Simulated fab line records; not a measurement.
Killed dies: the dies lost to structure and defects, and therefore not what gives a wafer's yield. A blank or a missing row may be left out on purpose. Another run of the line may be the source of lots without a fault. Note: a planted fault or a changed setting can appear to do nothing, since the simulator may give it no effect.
Matching of chambers :: flow n5Finfet :: N5_BEOL_M3_DEP_57 on pecvd-04: 3 sister chambers
The step deposits SiCN from 3MS/NH3, target thk 8 nm, time 14 s. 6 wafers are shown with their chamber, then 11 later ones without.

== WAFERS PAIRED WITH THEIR CHAMBERS ==
wafer: L082.5
chamber: 0
showerheadPlenumPTorr (Torr): 3.658
throttleValvePct (%): 8.9

wafer: L090.1
chamber: 0
showerheadPlenumPTorr (Torr): 3.665
throttleValvePct (%): 8.8

wafer: L090.2
chamber: 1
showerheadPlenumPTorr (Torr): 3.659
throttleValvePct (%): 9.5

wafer: L092.4
chamber: 2
showerheadPlenumPTorr (Torr): 3.668
throttleValvePct (%): 8.4

wafer: L092.5
chamber: 1
showerheadPlenumPTorr (Torr): 3.651
throttleValvePct (%): 9.5

wafer: L091.1
chamber: 2
showerheadPlenumPTorr (Torr): 3.670
throttleValvePct (%): 8.5

== WAFERS MISSING THEIR CHAMBER ==
wafer: L091.2
showerheadPlenumPTorr (Torr): 3.662
throttleValvePct (%): 9.1

wafer: L091.5
showerheadPlenumPTorr (Torr): 3.655
throttleValvePct (%): 9.1

wafer: L093.1
showerheadPlenumPTorr (Torr): 3.661
throttleValvePct (%): 9.4

wafer: L093.2
showerheadPlenumPTorr (Torr): 3.659
throttleValvePct (%): 9.2

wafer: L093.5
showerheadPlenumPTorr (Torr): 3.656
throttleValvePct (%): 9.0

wafer: L096.1
showerheadPlenumPTorr (Torr): 3.669
throttleValvePct (%): 8.3

wafer: L096.2
showerheadPlenumPTorr (Torr): 3.659
throttleValvePct (%): 9.9

wafer: L096.6
showerheadPlenumPTorr (Torr): 3.660
throttleValvePct (%): 9.8

wafer: L097.1
showerheadPlenumPTorr (Torr): 3.658
throttleValvePct (%): 9.5

wafer: L097.2
showerheadPlenumPTorr (Torr): 3.680
throttleValvePct (%): 8.5

wafer: L097.4
showerheadPlenumPTorr (Torr): 3.661
throttleValvePct (%): 9.0

== EACH ONE'S CHAMBER ==
wafer: L091.2
from the rows above: 0
in truth: 0

wafer: L091.5
from the rows above: 0
in truth: 0

wafer: L093.1
from the rows above: 1
in truth: 1

wafer: L093.2
from the rows above: can't be placed: 1 or 0
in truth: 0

wafer: L093.5
from the rows above: 0
in truth: 0

wafer: L096.1
from the rows above: 2
in truth: 2

wafer: L096.2
from the rows above: 1
in truth: 1

wafer: L096.6
from the rows above: 1
in truth: 1

wafer: L097.1
from the rows above: 1
in truth: 1

wafer: L097.2
from the rows above: 2
in truth: 2

wafer: L097.4
from the rows above: 0
in truth: 0
Placed correctly: 10 of 11. Cannot be placed on the basis of these rows: 1; the candidates contain the true chamber in 1. 0 placed wrongly.
How it was worked out, from the rows above alone: a wafer's distance from a chamber is the root of the sum, over the readings, of the square of ((its reading less the chamber's mean) divided by the reading's scatter). If the next closest chamber is less than 2 further off than the closest, the wafer can't be placed; otherwise it belongs to the closest. The mean given for a chamber averages the wafers shown for that chamber. How the scatter is found: for the shown wafers, subtract from each reading the mean of its chamber, square and add these, divide the total by (wafers less chambers), then take the root.
